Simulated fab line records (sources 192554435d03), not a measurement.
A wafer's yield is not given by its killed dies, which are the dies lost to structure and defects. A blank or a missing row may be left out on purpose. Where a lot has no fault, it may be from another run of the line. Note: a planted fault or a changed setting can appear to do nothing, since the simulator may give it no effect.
A lot that was struck, set against a sound lot | flow n5Finfet | 29 out of 1938 route steps
Sound: these wafers, L436.1, L436.2, L436.5. Wafers struck: L425.1, L425.3, L425.6. Last of all comes the cause.
Order at every step that has rows: each side's tool, ch and its chambers, its first start. Under that, the readings that differ: sound wafers | struck wafers | difference of the means | sigmas: that difference in standard deviations of wafers without a fault.
alike: a reading whose means differ by less than 2 such deviations, as well as words and numbers matching on both sides. not compared: withheld readings; readings where some wafer has no value; bounds like >300 that might hide an equal value; numbers whose values overlap and for which the record gives no deviation.
Wherever a step has rows on one side only, a row that says differs or no value, or a row with sigmas, the two part there. Non-overlapping numbers with no deviation appear without sigmas and do not part them. A reading missing from all wafers of one side parts the sides only when that side holds two or more wafers.

first, 2 steps without rows for these wafers: N5_BEOL_M9_ETCH_76 (etches underlayer in N2/H2, target depth 6.5 nm, time 5.2 s); N5_BEOL_M9_ETCH_65 (etches SiARC in CF4, target depth 15.6 nm, time 26 s).
N5_BEOL_M9_ETCH_66: etches SOC in N2/H2, target depth 80 nm, overetch 16 nm, time 120 s.
  sound on rieDiel-01 ch 0,1, day 13 16:22; struck on rieDiel-02 ch 1,2, day 11 01:44
reading             | sound          | struck         | difference | sigmas
oesProductAu (a.u.) | 0.55 0.55 0.55 | 0.69 0.71 0.70 | +0.15      | +2
  alike: drypumpMotorCurrentA, rfVppV, showerheadPlenumPTorr, throttleValvePct
  not compared: rfHoursCounterH
then, 7 steps without rows for these wafers: N5_BEOL_M9_STRIP_69 (strips in N2/H2); N5_BEOL_M9_STRIP_77 (strips in N2/H2); N5_BEOL_M9_VIA_ETCH_34 (etches SiCOH lowk in C4F6/O2, target depth 182.4 nm, time 68.4 s); N5_BEOL_M9_STRIP_73 (strips in C4F6/O2); N5_BEOL_M9_STRIP_36 (strips in N2/H2); N5_BEOL_M9_TRENCH_ETCH_37 (etches SiCOH lowk in C4F6/O2, target depth 151.43 nm, time 49 s); N5_BEOL_M9_ETCH_41 (etches SiCN in CH3F/O2, target depth 36.6 nm, time 70.1 s).
N5_BEOL_M9_STRIP_80: strips in N2/H2, time 10 s.
  sound: rieDiel-01 ch 0,1; struck: rieDiel-02 ch 1,2
reading             | sound          | struck         | difference | sigmas
oesProductAu (a.u.) | 0.71 0.71 0.72 | 0.92 0.94 0.93 | +0.22      | +3
  alike: biasPowerW, chamberPressureMTorr, drypumpMotorCurrentA, rfVppV, showerheadPlenumPTorr, throttleValvePct
  not compared: rfHoursCounterH
N5_BEOL_M9_OCD_MEAS_38:
  sound on ocd-01, day 13 16:45; struck on ocd-01, day 11 02:07
reading            | sound             | struck            | difference | sigmas
trenchDepthNm (nm) | 147.6 149.6 148.5 | 155.0 154.6 152.6 | +5.5       | +3
N5_BEOL_M9_HM_STRIP_39: strips TiN in peroxide tin strip, target depth 25 nm, time 158 s.
  sound on wetBench-06 ch 1,6,7, day 13 16:47; struck on wetBench-03 ch 1,3,4, day 11 02:09
  no value came back on the struck wafers for bathGuardTempC (C), bathHeatDutyPct (%), timeS (s); on the sound wafers bathGuardTempC (C) reads 50.2 49.7 50.2
reading                                   | sound | struck         | difference | sigmas
model.TiN_of_BEOL_M9_HM_DEP_02.thkNm (nm) | 0 0 0 | 15.8 15.8 15.8 | +15.8      | 
then, 1 step without rows for these wafers: N5_BEOL_M9_SRD_40 (time 30 s).
N5_BEOL_M9_PRECLEAN_42: cleans in residue remover, time 60 s.
  sound on wetBench-06 ch 1,6,7, day 13 16:50; struck on wetBench-03 ch 1,3,4, day 11 02:13
reading                                   | sound | struck      | difference | sigmas
model.TiN_of_BEOL_M9_HM_DEP_02.thkNm (nm) | 0 0 0 | 4.8 4.8 4.8 | +4.8       | 
then, 1 step without rows for these wafers: N5_BEOL_M9_SRD_43 (time 30 s).
N5_BEOL_M9_CD_MEAS_35: target cd 70 nm, target cd y 40 nm.
  sound on cdSem-03, day 13 16:54; struck on cdSem-01, day 11 02:16
  alike: cdNm
then, 3 steps without rows for these wafers: N5_BEOL_M9_CURE_72 (cures SiCOH lowk, time 120 s); N5_BEOL_M9_DEGAS_44 (time 60 s); N5_BEOL_M9_PRE_CLEAN_45 (time 30 s).
N5_BEOL_M9_ALD_74: deposits TaN, target thk 2 nm, pulse time 2 s, purge time 3 s.
  sound on aldMetal-01 ch 0,3, day 13 17:50; struck on aldMetal-01 ch 0,1,2, day 11 04:38
  alike: heaterPowerW
then, 2 steps without rows for these wafers: N5_BEOL_M9_SURFACE_TREAT_79; N5_BEOL_M9_CVD_78 (deposits Co from CCTBA/H2, target thk 2 nm, time 138.9 s).
N5_BEOL_M9_SPUTTER_48: material Cu, target thk 12 nm, time 2 s.
  sound on pvdSputter-02, day 13 18:31; struck on pvdSputter-03, day 11 05:14
  alike: cathodeDcPowerW, throttleValvePct
then, 1 step without rows for these wafers: N5_BEOL_M9_ECD_50 (material Cu, target thk 318 nm).
N5_BEOL_M9_ANNEAL_51: time 90 s.
  sound on rtpAnneal-02 ch 0, day 13 18:44; struck on rtpAnneal-01 ch 0, day 11 05:28
  alike: annealTempCMax, wafer_temp_C_max
N5_BEOL_M9_CMP_52: polishes, stops on SiCOH lowk, t overpolish 7 s, target thk 140 nm.
  sound on cmp-03 ch 1,2,3, day 13 19:05; struck on cmp-03 ch 0,1,2, day 11 05:48
reading                   | sound          | struck         | difference | sigmas
barrierFieldEndpointS (s) | 29.3 28.6 29.7 | 34.0 34.2 34.1 | +4.9       | +8
  alike: headPressurePsi, motorCurrentA, slurryFlowMlMin
N5_BEOL_M9_THK_MEAS_53: measures by xrf.
  sound on filmMetro-02, day 13 19:20; struck on filmMetro-02, day 11 06:03
  alike: M9_THK
-- a jump in the record: the struck wafers' starts before and after are 2 days apart (it breaks off in module BEOL_M9 and resumes in module PASSIVATION, where the first step shown is number 1936 of the route) --
N5_PASSIVATION_PROBE_49:
  sound on prober-01, day 15 22:34; struck on prober-02, day 13 16:13
reading              | sound    | struck   | difference | sigmas
killedShort          | 26 25 23 | 58 38 35 | +19        | +2
sort_bin_8_speed (%) | 0 0 0.08 | 0 0 0    | +0         | -3
  alike: defectLimitedYield, killed_at_M0_to_M3, killed_at_M4_up, killedAtContacts, killedAtFrontEnd, killedAtOther, killedDies, killedOpen, sort_bin_5_function, sort_bin_6_memory, sortNPass, sortYieldPct

WHERE THEY PART
First at N5_BEOL_M9_ETCH_66; last, within this record, at N5_PASSIVATION_PROBE_49.

WHY: the cause the simulator had injected
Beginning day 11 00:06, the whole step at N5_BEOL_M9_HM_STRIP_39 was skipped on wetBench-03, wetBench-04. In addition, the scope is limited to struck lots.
